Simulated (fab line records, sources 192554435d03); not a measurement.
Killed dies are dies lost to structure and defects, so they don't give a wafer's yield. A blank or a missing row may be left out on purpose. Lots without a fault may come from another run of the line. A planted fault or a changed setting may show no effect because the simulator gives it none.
Chamber matching | flow n5_finfet | N5_BEOL_M12_DESCUM_33 on rie_diel-03: 4 sister chambers
The step chemistry O2, time 7.9 s. 8 wafers are shown with their chamber, then 8 later ones without.

WAFERS WITH THEIR CHAMBER
wafer  | chamber | showerhead_plenum_p_Torr (Torr) | throttle_valve_pct (%)
L080.3 | 1       | 2.20                            | 20.17
L083.1 | 0       | 1.97                            | 20.89
L083.3 | 3       | 2.19                            | 20.47
L082.4 | 3       | 2.19                            | 20.46
L082.5 | 1       | 2.19                            | 20.20
L085.1 | 0       | 1.97                            | 20.93
L085.6 | 2       | 2.21                            | 20.28
L088.3 | 2       | 2.21                            | 20.27

WAFERS WITHOUT THEIR CHAMBER
wafer  | showerhead_plenum_p_Torr (Torr) | throttle_valve_pct (%)
L088.4 | 2.19                            | 20.47
L088.5 | 1.97                            | 20.93
L091.2 | 2.18                            | 20.51
L091.5 | 2.18                            | 20.50
L091.6 | 2.19                            | 20.24
L096.2 | 2.18                            | 20.52
L096.3 | 2.22                            | 20.46
L096.4 | 2.20                            | 20.31

WHICH CHAMBER EACH WENT THROUGH
wafer  | from the rows above     | in truth
L088.4 | 3                       | 3
L088.5 | 0                       | 0
L091.2 | 3                       | 3
L091.5 | 3                       | 3
L091.6 | 1                       | 1
L096.2 | 3                       | 3
L096.3 | can't be placed: 3 or 2 | 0
L096.4 | 2                       | 2
Placed correctly: 7 of 8. Can't be placed from these rows: 1 (the true chamber is among the candidates in 0). Placed wrongly: 0.
How it was worked out, from the rows above alone: a wafer's distance from a chamber is the root of the sum, over the readings, of the square of ((its reading less the chamber's mean) divided by the reading's scatter). The wafer belongs to the nearest chamber; if the next one is less than 2 further off, it can't be placed. A chamber's mean is the mean of its shown wafers. The scatter: the root of (the sum of the squares of (reading less its chamber's mean) over the shown wafers, divided by (wafers less chambers)).
